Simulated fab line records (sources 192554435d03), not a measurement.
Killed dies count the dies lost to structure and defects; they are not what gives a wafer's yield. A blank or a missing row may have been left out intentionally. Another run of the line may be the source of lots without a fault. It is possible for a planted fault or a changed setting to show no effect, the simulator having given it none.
A struck lot beside a sound one    flow n5 finfet    18 steps out of a route of 1938
Sound: the wafers L884.1, L884.2, L884.5. Wafers L880.2, L880.4, L880.5 were the ones struck. The cause is given at the end.
For every step that has rows: the tool of each side, followed by ch and its chambers, followed by its first start. Under that, the readings that differ: sound wafers    struck wafers    difference of the means    sigmas: that difference in standard deviations of wafers without a fault.
alike: same words and numbers on both sides, and readings whose means sit less than 2 such deviations apart. not compared: any withheld reading, any reading some wafer has no value for, any bound like >300 that may hide the same value, and any number with overlapping values for which the record gives no deviation.
A row with sigmas, a row that says differs or no value, or rows on one side alone: a step with any of these is where the two part. Numbers that have no deviation but don't overlap get no sigmas and don't part them. Lack of a reading on every wafer of one side parts them only where that side has two or more wafers.

first, 9 steps without rows for these wafers: N5_PMOS_HMC_CHANNEL_EPI_HM_DEP_34 (deposits SiO2 from TEOS/O2, target thk 36 nm, time 6.9 s); N5_PMOS_HMC_CHANNEL_EPI_COAT_31 (time 60 s, resist thk 66 nm); N5_PMOS_HMC_CHANNEL_EPI_COAT_03 (resist thk 205 nm); N5_PMOS_HMC_CHANNEL_EPI_EBR_05; N5_PMOS_HMC_CHANNEL_EPI_SOFTBAKE_04 (time 60 s); N5_PMOS_HMC_CHANNEL_EPI_EXPOSE_06 (exposes mask PMOS HMC BLK, target cd 240 nm); N5_PMOS_HMC_CHANNEL_EPI_PEB_07 (peb time 60 s); N5_PMOS_HMC_CHANNEL_EPI_DEVELOP_08 (develop time 30 s); N5_PMOS_HMC_CHANNEL_EPI_DESCUM_14 (chemistry O2, time 7.9 s).
N5_PMOS_HMC_CHANNEL_EPI_ETCH_32: etches BARC in N2/H2, stops on SiO2, target depth 85.8 nm, time 50.3 s.
  sound on rie diel-06 ch 0,1,2, day 6 18:11; struck on rie diel-03 ch 2,3, day 5 17:00
  no value came back on the struck wafers for any of 7 readings (bias w (W), chamber pressure mTorr (mTorr) and others); on the sound wafers bias w (W) reads 149.9 149.4 149.9
reading                                                          sound              struck             difference  sigmas
model.CAR-ArF-block_of_PMOS_HMC_CHANNEL_EPI_COAT_03.thk nm (nm)  137.1 135.2 134.2  197.6 198.2 198.1  +62.5       
model.PMOS_HMC_CHANNEL_EPI.cd nm (nm)                            239.9 239.9 240.3  236.3 236.7 237.3  -3.3        
  not compared: rf hours counter h
N5_PMOS_HMC_CHANNEL_EPI_HM_OPEN_15: chemistry CHF3/O2, target SiO2, target depth 40.6 nm, time 20.3 s.
  sound on rie diel-06 ch 0,1,2, day 6 18:14; struck on rie diel-03 ch 2,3, day 5 17:02
reading                                                          sound              struck           difference  sigmas
oes product au (a.u.)                                            0.82 0.71 0.75     0.34 0.34 0.25   -0.45       -5
model.CAR-ArF-block_of_PMOS_HMC_CHANNEL_EPI_COAT_03.thk nm (nm)  97.77 96.28 93.01  154 154.7 157.6  +60         
  alike: O2_flow_sccm, drypump motor current A, oes_o_777_au, rf vpp V, showerhead plenum p Torr, throttle valve pct
  not compared: rf hours counter h
then, 3 steps without rows for these wafers: N5_PMOS_HMC_CHANNEL_EPI_STRIP_33 (strips in N2/H2); N5_PMOS_HMC_CHANNEL_EPI_STRIP_17 (strips in SPM, time 750 s); N5_PMOS_HMC_CHANNEL_EPI_ETCH_38 (etches SiO2 in CF4, target depth 1.5 nm).
N5_PMOS_HMC_CHANNEL_EPI_FIN_RECESS_16: chemistry HBr/Cl2, target Si, target depth 54 nm, time 18 s.
  sound on rie si-03 ch 0,2,3, day 6 18:49; struck on rie si-02 ch 0,1,3, day 5 17:26
reading                                sound              struck             difference  sigmas
model.PMOS_HMC_CHANNEL_EPI.cd nm (nm)  239.8 239.7 240.1  236.2 236.6 237.3  -3.2        
  alike: drypump motor current A, oes product au, throttle valve pct
  not compared: rf hours counter h
then, 1 step without rows for these wafers: N5_PMOS_HMC_CHANNEL_EPI_PRECLEAN_36 (cleans in O3/DIW, time 45 s).
N5_BEOL_M4_RC_MEAS_101:
  the record has rows for the sound wafers here (prober-02 ch 0, day 13 18:38) and none for the struck ones
-- a jump in the record: the struck wafers' starts before and after are 11 days apart (it breaks off in module BEOL_M4 and resumes in module PASSIVATION, where the first step shown is number 1936 of the route) --
N5_PASSIVATION_PROBE_49:
  sound on prober-01 at day 18 06:34; struck on prober-02 at day 16 17:33
reading                   sound  struck          difference  sigmas
defect limited yield (%)  92.7   0 0 0           -93         -66
killed_at_M0_to_M3        21     33 44 56        +23         +2
killed at front end       34     1126 1102 1112  +1079       +99 or more
killed dies               86     1180 1180 1180  +1094       +68
killed on rim             8      152 152 152     +144        +34
killed short              19     34 52 37        +22         +3
sort_bin_5_function (%)   4.7    96.4 95.5 96.3  +91.4       +95
sort n pass               1094   0 0 0           -1094       -48
sort yield pct (%)        92.7   0 0 0           -93         -49
  alike: killed_at_M4_up, killed at contacts, killed at other, killed open, sort_bin_6_memory, sort_bin_8_speed

== WHERE THEY PART ==
First at N5_PMOS_HMC_CHANNEL_EPI_ETCH_32; last, within this record, at N5_PASSIVATION_PROBE_49.

WHY: the cause the simulator had injected
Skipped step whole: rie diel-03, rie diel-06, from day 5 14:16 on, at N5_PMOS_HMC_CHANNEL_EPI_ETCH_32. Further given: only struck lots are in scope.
